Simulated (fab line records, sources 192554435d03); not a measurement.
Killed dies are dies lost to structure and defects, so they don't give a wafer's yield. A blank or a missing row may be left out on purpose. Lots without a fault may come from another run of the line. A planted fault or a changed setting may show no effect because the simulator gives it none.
Split-lot experiment | flow n5_finfet | 7 lots, 21 wafers read, on a route of 1938 steps

THE SPLIT
At N5_GATE_CUT_ETCH_58 (etches SiNx in CH3F/O2, target depth 17 nm, time 128.6 s), the setting time_s was moved away from the recipe's 128.6 s on 10 of the 21 wafers read, by -21.1% to +20.8%. The other wafers ran this setting at the recipe's value.

The reading is taken at the split's own step.

THE READING
etch.depth_nm (the simulator's own value, which no gauge read), in nm, at N5_GATE_CUT_ETCH_58 (etches SiNx in CH3F/O2, target depth 17 nm, time 128.6 s). The file gives no usual value for it. The 11 wafers here that ran the recipe average 17.26 nm, standard deviation 0.33 nm.

wafer  | tool, chamber at the split | time_s as run, s | against the recipe | etch.depth_nm, nm | against lot-mates on the recipe
L078.1 | rie_diel-06, 1             | 128.6            | recipe             | 16.89             | -
L078.2 | rie_diel-06, 2             | 128.6            | recipe             | 17.45             | -
L078.3 | rie_diel-06, 3             | 110.5            | -14.1%             | 15.27             | -1.90
L081.2 | rie_diel-06, 3             | 104.6            | -18.7%             | 14.36             | no lot-mate on the recipe
L081.4 | rie_diel-06, 0             | 104.6            | -18.7%             | 13.46             | no lot-mate on the recipe
L081.5 | rie_diel-06, 3             | 104.6            | -18.7%             | 14.35             | no lot-mate on the recipe
L082.1 | rie_diel-03, 2             | 143.2            | +11.4%             | 19.06             | +1.83
L082.5 | rie_diel-03, 1             | 128.6            | recipe             | 17.23             | -
L082.6 | rie_diel-03, 2             | 143.2            | +11.4%             | 18.96             | +1.73
L087.1 | rie_diel-06, 2             | 128.6            | recipe             | 17.47             | -
L087.3 | rie_diel-06, 0             | 118.1            | -8.2%              | 15.51             | -2.06
L087.4 | rie_diel-06, 3             | 128.6            | recipe             | 17.68             | -
L088.1 | rie_diel-03, 0             | 128.6            | recipe             | 17.03             | -
L088.4 | rie_diel-03, 3             | 155.3            | +20.8%             | 20.2              | +3.17
L088.6 | rie_diel-03, 1             | 155.3            | +20.8%             | 20.65             | +3.62
L090.2 | rie_diel-06, 1             | 101.5            | -21.1%             | 13.34             | -3.97
L090.4 | rie_diel-06, 1             | 128.6            | recipe             | 17.02             | -
L090.5 | rie_diel-06, 2             | 128.6            | recipe             | 17.61             | -
L097.1 | rie_diel-06, 0             | 128.6            | recipe             | 16.55             | -
L097.5 | rie_diel-06, 3             | 128.6            | recipe             | 17.51             | -
L097.6 | rie_diel-06, 2             | 128.6            | recipe             | 17.38             | -

THE FIT
A straight line over all 21 wafers: etch.depth_nm changes by +0.164 nm for each +1% of time_s; r = +0.98; the points scatter about the line by 0.35 nm.
The same after taking each lot's own level away (the mean of its wafers on the recipe; 18 wafers): +0.17 nm for each +1%; r = +0.98; scatter 0.34 nm.
On that fit, the largest move of time_s shifts the reading by 3.6 nm.
The lots' own levels span 17.030 to 17.575 nm, that is 1.6 times the standard deviation above.
So the lot-to-lot level changes the slope little: the two slopes agree.
Check: with one of the wafers moved furthest among these (-21.1%) left out of the fit, the line predicts -3.47 nm for it against its lot-mates. It came out at -3.97 nm against them.

OTHER SPLITS ON THESE WAFERS
These wafers also went through other splits before the reading. Each is held against what the fit with the lots' levels taken away leaves over:
other split on the same wafers | wafers away from the commonest value | r with etch.depth_nm (lot level and that fit taken away)
N5_SDB_HM_DEP_00 time_s        | 9                                    | +0.44

THE FILE'S OWN FIT
etch.depth_nm changes by +0.172 nm for each +1% of time_s, r = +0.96.
